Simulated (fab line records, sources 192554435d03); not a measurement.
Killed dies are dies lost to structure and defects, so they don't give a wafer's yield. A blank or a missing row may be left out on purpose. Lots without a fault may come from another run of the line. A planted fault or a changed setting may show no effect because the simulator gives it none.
Split-lot experiment | flow n5_finfet | 7 lots, 39 wafers read, on a route of 1938 steps

THE SPLIT
At N5_FIN_CUT_CUT_ETCH_26 (etches SiNx in CH3F/O2, target depth 39 nm, time 55.7 s), the setting target_depth_a was moved away from the recipe's 390 angstrom on 9 of the 39 wafers read, by -8.8% to +8.9%. The other wafers ran this setting at the recipe's value.

The file shows no step between the split and the reading.

THE READING
SOC_of_FIN_CUT_COAT_18.thk_nm (the simulator's own value, which no gauge read), in nm, at N5_FIN_CUT_CUT_ETCH_27 (etches SiO2 in CHF3/O2, target depth 4 nm, overetch 2 nm, time 4.9 s). The file gives no usual value for it. The 30 wafers here that ran the recipe average 207.7 nm, standard deviation 0.98 nm.

wafer  | tool, chamber at the split | target_depth_a as run, angstrom | against the recipe | SOC_of_FIN_CUT_COAT_18.thk_nm, nm | against lot-mates on the recipe
L074.1 | rie_diel-04, 1             | 390                             | recipe             | 207.8                             | -
L074.4 | rie_diel-04, 0             | 390                             | recipe             | 207.6                             | -
L074.5 | rie_diel-04, 1             | 390                             | recipe             | 207.6                             | -
L080.1 | rie_diel-02, 2             | 390                             | recipe             | 207.2                             | -
L080.5 | rie_diel-02, 0             | 390                             | recipe             | 207.2                             | -
L080.2 | rie_diel-02, 1             | 355.8                           | -8.8%              | 209.4                             | +2.6
L080.3 | rie_diel-02, 3             | 390                             | recipe             | 206                               | -
L080.4 | rie_diel-02, 0             | 355.8                           | -8.8%              | 209.6                             | +2.8
L080.6 | rie_diel-02, 1             | 355.8                           | -8.8%              | 209.8                             | +3.0
L086.1 | rie_diel-02, 2             | 362.6                           | -7.0%              | 208.2                             | +0.9
L086.6 | rie_diel-02, 2             | 362.6                           | -7.0%              | 208.2                             | +0.9
L086.2 | rie_diel-02, 3             | 390                             | recipe             | 206.6                             | -
L086.3 | rie_diel-02, 0             | 390                             | recipe             | 207.2                             | -
L086.4 | rie_diel-02, 1             | 390                             | recipe             | 208                               | -
L086.5 | rie_diel-02, 1             | 362.6                           | -7.0%              | 208.4                             | +1.1
L093.1 | rie_diel-03, 0             | 390                             | recipe             | 207.4                             | -
L093.3 | rie_diel-03, 2             | 390                             | recipe             | 207.4                             | -
L093.2 | rie_diel-03, 3             | 390                             | recipe             | 206.4                             | -
L093.4 | rie_diel-03, 1             | 390                             | recipe             | 206.4                             | -
L093.5 | rie_diel-03, 3             | 390                             | recipe             | 207.6                             | -
L093.6 | rie_diel-03, 0             | 390                             | recipe             | 206.8                             | -
L095.1 | rie_diel-03, 3             | 390                             | recipe             | 207.8                             | -
L095.4 | rie_diel-03, 1             | 390                             | recipe             | 207.8                             | -
L095.2 | rie_diel-03, 0             | 390                             | recipe             | 207                               | -
L095.6 | rie_diel-03, 0             | 390                             | recipe             | 207                               | -
L095.3 | rie_diel-03, 2             | 390                             | recipe             | 207.2                             | -
L095.5 | rie_diel-03, 1             | 390                             | recipe             | 207.2                             | -
L096.1 | rie_diel-04, 2             | 390                             | recipe             | 209.4                             | -
L096.4 | rie_diel-04, 1             | 390                             | recipe             | 209.4                             | -
L096.5 | rie_diel-04, 2             | 390                             | recipe             | 209.4                             | -
L096.2 | rie_diel-04, 0             | 390                             | recipe             | 209.2                             | -
L096.6 | rie_diel-04, 3             | 390                             | recipe             | 209.2                             | -
L096.3 | rie_diel-04, 3             | 390                             | recipe             | 209.8                             | -
L097.1 | rie_diel-03, 3             | 424.7                           | +8.9%              | 206                               | -1.3
L097.2 | rie_diel-03, 0             | 390                             | recipe             | 207.4                             | -
L097.5 | rie_diel-03, 2             | 390                             | recipe             | 207.4                             | -
L097.3 | rie_diel-03, 1             | 424.7                           | +8.9%              | 204.6                             | -2.7
L097.4 | rie_diel-03, 2             | 390                             | recipe             | 207.2                             | -
L097.6 | rie_diel-03, 1             | 424.7                           | +8.9%              | 205.2                             | -2.1

THE FIT
A straight line over all 39 wafers: SOC_of_FIN_CUT_COAT_18.thk_nm changes by -0.211 nm for each +1% of target_depth_a; r = -0.67; the points scatter about the line by 0.94 nm.
The same after taking each lot's own level away (the mean of its wafers on the recipe; 39 wafers): -0.243 nm for each +1%; r = -0.90; scatter 0.47 nm.
On that fit, the largest move of target_depth_a shifts the reading by 2.2 nm.
The lots' own levels span 206.80 to 209.40 nm, that is 2.7 times the standard deviation above.
So the lot-to-lot level blurs the effect unless lot-mates are compared.
Check: with one of the wafers moved furthest among these (+8.9%) left out of the fit, the line predicts -2.33 nm for it against its lot-mates. It came out at -1.33 nm against them.

OTHER SPLITS ON THESE WAFERS
These wafers also went through other splits before the reading. Each is held against what the fit with the lots' levels taken away leaves over:
other split on the same wafers               | wafers away from the commonest value | r with SOC_of_FIN_CUT_COAT_18.thk_nm (lot level and that fit taken away)
N5_WELL_APT_IMPLANT_15 energy_kev            | 12                                   | +0.18
N5_PMOS_HMC_CHANNEL_EPI_EPI_20 pressure_torr | 24                                   | -0.17

THE WHOLE CHAIN: every reading that the file lists as answering this split, in the file's order
step                   | what it does                                                         | reading                                                                        | change (the file's fit)               | r (the file's)
N5_FIN_CUT_CUT_ETCH_26 | etches SiNx in CH3F/O2, target depth 39 nm, time 55.7 s              | etch.depth_nm (the simulator's own value, which no gauge read)                 | +0.419 nm for each +1% of the setting | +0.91
N5_FIN_CUT_CUT_ETCH_26 | etches SiNx in CH3F/O2, target depth 39 nm, time 55.7 s              | SOC_of_FIN_CUT_COAT_18.thk_nm (the simulator's own value, which no gauge read) | -0.232 nm for each +1% of the setting | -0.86
N5_FIN_CUT_CUT_ETCH_27 | etches SiO2 in CHF3/O2, target depth 4 nm, overetch 2 nm, time 4.9 s | SOC_of_FIN_CUT_COAT_18.thk_nm (the simulator's own value, which no gauge read) | -0.243 nm for each +1% of the setting | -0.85

THE FILE'S OWN FIT
SOC_of_FIN_CUT_COAT_18.thk_nm changes by -0.243 nm for each +1% of target_depth_a, r = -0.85.
